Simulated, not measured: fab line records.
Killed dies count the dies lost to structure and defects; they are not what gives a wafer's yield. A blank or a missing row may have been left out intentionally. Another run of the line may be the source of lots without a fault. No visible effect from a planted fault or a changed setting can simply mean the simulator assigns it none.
Comparing a struck lot with a sound one -- flow n5Finfet -- 36 steps out of a route of 1938
Sound: wafers L330.2, L330.3, L330.5. The struck wafers were L326.1, L326.2, L326.5. The cause is given at the end.
Order at every step that has rows: each side's tool, ch and its chambers, its first start. Under that, the readings that differ: sound wafers -- struck wafers -- difference of the means -- sigmas: that difference in standard deviations of wafers without a fault.
alike: a reading whose means differ by less than 2 such deviations, as well as words and numbers matching on both sides. not compared: withheld readings; readings where some wafer has no value; bounds like >300 that might hide an equal value; numbers whose values overlap and for which the record gives no deviation.
Wherever a step has rows on one side only, a row that says differs or no value, or a row with sigmas, the two part there. Numbers that have no deviation but don't overlap get no sigmas and don't part them. A reading missing from all wafers of one side parts the sides only when that side holds two or more wafers.

first, 9 steps without rows for these wafers: N5_WELL_APT_COAT_02 (resist thk 950 nm); N5_WELL_APT_EBR_04; N5_WELL_APT_SOFTBAKE_03 (time 60 s); N5_WELL_APT_EXPOSE_05 (exposes mask NWELL, defocus 0 nm, target cd 200 nm); N5_WELL_APT_PEB_06 (peb time 90 s); N5_WELL_APT_DEVELOP_07 (develop time 45 s); N5_WELL_APT_HARDBAKE_12 (time 120 s); N5_WELL_APT_DESCUM_13 (chemistry O2, time 7.9 s); N5_WELL_APT_IMPLANT_14.
N5_WELL_APT_IMPLANT_15:
  sound on implanter-01 ch 0, day 7 08:17; struck on implanter-02 ch 0, day 6 07:59
reading,sound,struck,difference,sigmas
doseIonsCm2,1.4983e+13 1.4979e+13 1.4971e+13,2.2834e+13 2.2839e+13 2.2831e+13,+7.8570e+12,+99 or more
faradayCurrentUA,188 186 184,284 293 289,+103,+28
then, 25 steps without rows for these wafers: N5_WELL_APT_STRIP_16 (strips in SPM, time 900 s); N5_WELL_APT_HMDS_18 (time 60 s); N5_WELL_APT_COAT_19 (resist thk 950 nm); N5_WELL_APT_EBR_21; N5_WELL_APT_SOFTBAKE_20 (time 60 s); N5_WELL_APT_EXPOSE_22 (exposes mask PWELL, defocus 0 nm, target cd 200 nm); N5_WELL_APT_PEB_23 (peb time 90 s); N5_WELL_APT_DEVELOP_24 (develop time 45 s); N5_WELL_APT_HARDBAKE_29 (time 120 s); N5_WELL_APT_DESCUM_30 (chemistry O2, time 7.9 s); N5_WELL_APT_IMPLANT_31; N5_WELL_APT_IMPLANT_32; N5_WELL_APT_STRIP_33 (strips in SPM, time 900 s); N5_WELL_APT_RTA_34 (time 10 s); N5_WELL_APT_OXIDE_STRIP_42 (strips SiO2 in dHF, time 45 s, target depth 12 nm); N5_WELL_APT_PRECLEAN_36 (cleans in O3/DIW, time 45 s); N5_WELL_APT_PRECLEAN_39 (cleans in dHF, time 60 s); N5_WELL_APT_SRD_37 (time 30 s); N5_WELL_APT_EPI_41 (deposits Si from SiH4/H2, target thk 50 nm, time 297.7 s); N5_PMOS_HMC_CHANNEL_EPI_HM_DEP_34 (deposits SiO2 from TEOS/O2, target thk 36 nm, time 6.9 s); N5_PMOS_HMC_CHANNEL_EPI_COAT_31 (time 60 s, resist thk 66 nm); N5_PMOS_HMC_CHANNEL_EPI_COAT_03 (resist thk 205 nm); N5_PMOS_HMC_CHANNEL_EPI_EBR_05; N5_PMOS_HMC_CHANNEL_EPI_SOFTBAKE_04 (time 60 s); N5_PMOS_HMC_CHANNEL_EPI_EXPOSE_06 (exposes mask PMOS HMC BLK, target cd 240 nm).
-- the record jumps here: 7 days lie between the struck wafers' starts before and after (it left off in module PMOS_HMC_CHANNEL_EPI and takes up again in module BEOL_M4, whose first step shown is number 1111 of the route) --
N5_BEOL_M4_RC_MEAS_101:
  sound on prober-01 ch 0, day 14 08:38; struck on prober-01 ch 0, day 13 19:10
reading,sound,struck,difference,sigmas
CJ_P,5.61 5.65 5.87,6.98 7.17 7.06,+1.36,+10
IOFF_P_LONG (nA/um),0.000111 0.000113 0.000116,0.000154 0.000154 0.000152,+0.000040,+5
ION_N (uA/um),686 687 691,666 670 663,-22,-2
VT_N (mV),247.9 248.0 244.9,250.9 253.0 256.7,+6.6,+2
  alike: DIBL_N, DIBL_P, IOFF_N, IOFF_P, ION_P, SS_N, SS_P, VT_P

== WHERE THEY PART ==
At N5_WELL_APT_IMPLANT_15 first; at N5_BEOL_M4_RC_MEAS_101 last (within this record only).

WHY: whatever the simulator had introduced
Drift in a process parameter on implanter-02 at N5_WELL_APT_IMPLANT_15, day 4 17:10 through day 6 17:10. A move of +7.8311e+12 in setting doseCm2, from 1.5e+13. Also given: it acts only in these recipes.
